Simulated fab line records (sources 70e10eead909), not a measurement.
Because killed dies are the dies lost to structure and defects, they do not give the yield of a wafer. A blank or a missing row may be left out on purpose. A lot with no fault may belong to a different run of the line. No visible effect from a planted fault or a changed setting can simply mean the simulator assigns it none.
What tool caused it? | flow nand-harc | 18 wafers from 6 lots sampled at 4 of the route's 1302 steps

== WHAT THE GAUGES READ, wafer by wafer ==
NHARC_THIN_TSV_THK_MEAS_02: measures by ir.
lot  | measured     | on            | thk-nm (nm)
L183 | day 23 15:43 | film-metro-02 | 2742 3060 2692
L187 | day 25 07:59 | film-metro-01 | 3216 3413 3525
L194 | day 28 16:58 | film-metro-02 | 5912 5893 5953
L198 | day 30 02:15 | film-metro-02 | 3045 3143 2850
L197 | day 30 20:22 | film-metro-02 | 2799 3002 2777
L205 | day 32 16:23 | film-metro-02 | 2977 2997 2818

== WHAT TOOL EACH LOT RAN ON (gives the tool, then ch and the chambers of the sampled wafers, and finally the start) ==
lot  | NHARC_A_BONDPAD_STRIP_15           | NHARC_A_BONDPAD_DEGAS_25     | NHARC_THIN_TSV_CMP_01
L183 | rie-diel-07 ch 0,1,2, day 23 02:12 | pvd-sputter-01, day 23 02:46 | cmp-01 ch 0,3, day 23 15:27
L187 | rie-diel-11 ch 0,1,3, day 24 18:25 | pvd-sputter-02, day 24 18:57 | cmp-01 ch 0,2, day 25 07:44
L194 | rie-diel-01 ch 0,1,2, day 28 03:29 | pvd-sputter-03, day 28 04:05 | cmp-01 ch 0,1,3, day 28 16:43
L198 | rie-diel-07 ch 2,3, day 29 13:11   | pvd-sputter-03, day 29 13:44 | cmp-04 ch 0,1,3, day 30 02:01
L197 | rie-diel-01 ch 0,1,2, day 30 05:22 | pvd-sputter-01, day 30 05:55 | cmp-03 ch 0,3, day 30 20:08
L205 | rie-diel-07 ch 1,2, day 32 03:31   | pvd-sputter-02, day 32 04:04 | cmp-01 ch 0,1,3, day 32 16:12
- NHARC_A_BONDPAD_STRIP_15: strips in O2.
- NHARC_A_BONDPAD_DEGAS_25: time 60 s.
- NHARC_THIN_TSV_CMP_01: polishes.

== THE ANSWER, worked out from the rows above alone ==
Rule: the lots themselves supply what counts as usual. Put in order of their means at a reading, lots are off if they are a third of the lots or fewer, leave a main group of 4 or more, and stand apart from it by a gap of 3 or more times the standard deviation of the main group's means; of several such gaps the widest counts. The tables above print the reading to a certain number of digits; a main group whose means all agree to those digits is not used. A lot without any number at a reading at which 4 lots or more have one is off too. All remaining lots with rows at the step are treated as sound.
Off, at NHARC_THIN_TSV_THK_MEAS_02 on thk-nm: L194. For the main group the mean is 3004 nm and the standard deviation 2e+02.
A tool fits if, at a process step before that reading, it ran every lot that is off, and no sound lot after the first of them. Those tools and the gauges at NHARC_THIN_TSV_THK_MEAS_02 are tried in the same way. No candidate that was tried fits.

== WHAT THE SIMULATOR HAD INSERTED ==
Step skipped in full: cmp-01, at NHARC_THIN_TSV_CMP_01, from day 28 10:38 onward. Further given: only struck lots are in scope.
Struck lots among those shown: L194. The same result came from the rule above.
